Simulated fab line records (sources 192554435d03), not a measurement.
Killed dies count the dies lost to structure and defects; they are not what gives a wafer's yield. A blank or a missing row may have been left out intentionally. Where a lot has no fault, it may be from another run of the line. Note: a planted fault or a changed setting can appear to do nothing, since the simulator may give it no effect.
Matching of chambers    flow n5 finfet    N5_BEOL_M0_SAQP_ETCH_83 on rie diel-01: 4 sister chambers
The step etches SiARC in CF4, target depth 39 nm, time 65 s. 20 wafers are shown with their chamber, then 10 later ones without.

== WAFERS, EACH WITH ITS CHAMBER ==
wafer   chamber  drypump motor current A (A)  etch rf on time s (s)  showerhead plenum p Torr (Torr)
L075.2  1        5.1                          68.6                   2.07
L075.5  3        5.6                          63.0                   2.21
L075.6  1        5.1                          67.4                   2.07
L076.4  2        5.5                          67.0                   2.09
L076.5  1        5.1                          68.3                   2.07
L076.6  0        5.4                          65.8                   2.01
L077.1  0        5.3                          65.5                   2.01
L077.3  2        5.5                          66.1                   2.09
L077.6  1        5.1                          67.6                   2.06
L080.3  0        5.3                          66.8                   2.01
L080.4  1        5.0                          68.8                   2.06
L080.5  0        5.3                          66.3                   2.01
L082.2  2        5.5                          67.2                   2.09
L082.3  1        5.1                          68.7                   2.06
L082.6  2        5.4                          67.5                   2.09
L086.1  0        5.3                          64.8                   2.26
L086.2  2        5.4                          66.9                   2.09
L086.3  3        5.6                          61.8                   2.21
L087.1  1        5.1                          68.5                   2.06
L087.2  3        5.6                          61.5                   2.21

SIGNATURES, as means of the wafers listed above
reading                   chamber 0  chamber 1  chamber 2  chamber 3  scatter within a chamber
drypump motor current A   5.320      5.086      5.460      5.600      0.0423
etch rf on time s         65.840     68.271     66.940     62.100     0.638
showerhead plenum p Torr  2.0600     2.0643     2.0900     2.2100     0.056
Rule: a wafer's distance from a chamber is the root of the sum, over the readings, of the square of ((its reading less the chamber's mean) divided by the reading's scatter). If the next closest chamber is less than 2 further off than the closest, the wafer can't be placed; otherwise it belongs to the closest. The scatter is the square root of a quotient: the sum, over the shown wafers, of each reading's squared deviation from its chamber's mean, divided by wafers minus chambers.

== WAFERS MISSING THEIR CHAMBER ==
wafer   drypump motor current A (A)  etch rf on time s (s)  showerhead plenum p Torr (Torr)
L087.4  5.3                          65.1                   2.26
L089.2  5.5                          66.8                   2.09
L089.3  5.3                          64.8                   2.26
L089.6  5.3                          64.5                   2.26
L093.1  5.1                          68.6                   2.06
L093.5  5.6                          61.5                   2.20
L093.6  5.5                          67.1                   2.08
L095.1  5.5                          68.1                   2.08
L095.2  5.1                          69.2                   2.05
L095.4  5.1                          68.9                   2.05

== WHICH CHAMBER EACH WENT THROUGH ==
wafer   from the rows above      in truth
L087.4  can't be placed: 0 or 2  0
L089.2  2                        2
L089.3  can't be placed: 0 or 2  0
L089.6  0                        0
L093.1  1                        1
L093.5  3                        3
L093.6  2                        2
L095.1  2                        2
L095.2  1                        1
L095.4  1                        1
Placed correctly: 8 of 10. These rows do not allow placing 2 (true chamber among the candidates in 2). Number placed wrongly: 0.
